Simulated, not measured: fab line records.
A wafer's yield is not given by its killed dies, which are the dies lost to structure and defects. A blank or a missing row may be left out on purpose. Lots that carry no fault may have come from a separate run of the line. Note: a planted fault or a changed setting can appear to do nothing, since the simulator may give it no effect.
Matching of chambers | flow n5-finfet | 3 sister chambers for N5_BEOL_M3_PECVD_72 on pecvd-02
The step deposits SiO2 from TEOS/O2, target thk 16 nm, time 18 s. 3 wafers are shown with their chamber, then 7 later ones without.

## EACH WAFER AND ITS CHAMBER
wafer  | chamber | throttle-valve-pct (%)
L080.6 | 2       | 23.0
L082.1 | 0       | 24.6
L082.2 | 1       | 22.4

## WAFERS WHOSE CHAMBER IS MISSING
wafer  | throttle-valve-pct (%)
L082.5 | 24.6
L088.1 | 24.4
L088.3 | 22.7
L088.5 | 22.9
L092.1 | 22.5
L092.2 | 24.5
L092.3 | 22.8

## THE CHAMBER EACH PASSED THROUGH
wafer  | from the rows above     | in truth
L082.5 | 0                       | 0
L088.1 | 0                       | 0
L088.3 | can't be placed: 1 or 2 | 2
L088.5 | 2                       | 2
L092.1 | 1                       | 1
L092.2 | 0                       | 0
L092.3 | can't be placed: 2 or 1 | 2
Placed correctly: 5 of 7. Not placeable from these rows: 2 (in 2, the candidates include the true chamber). Wrongly placed: 0.
How it was worked out, from the rows above alone: a wafer's distance from a chamber is the root of the sum, over the readings, of the square of ((its reading less the chamber's mean) divided by the reading's scatter). If the next closest chamber is less than 2 further off than the closest, the wafer can't be placed; otherwise it belongs to the closest. For every chamber, the mean is computed from those of its wafers that are shown. The scatter: with one shown wafer a chamber, the root of the mean of the squares of how far each hidden wafer lies from its nearest shown one.
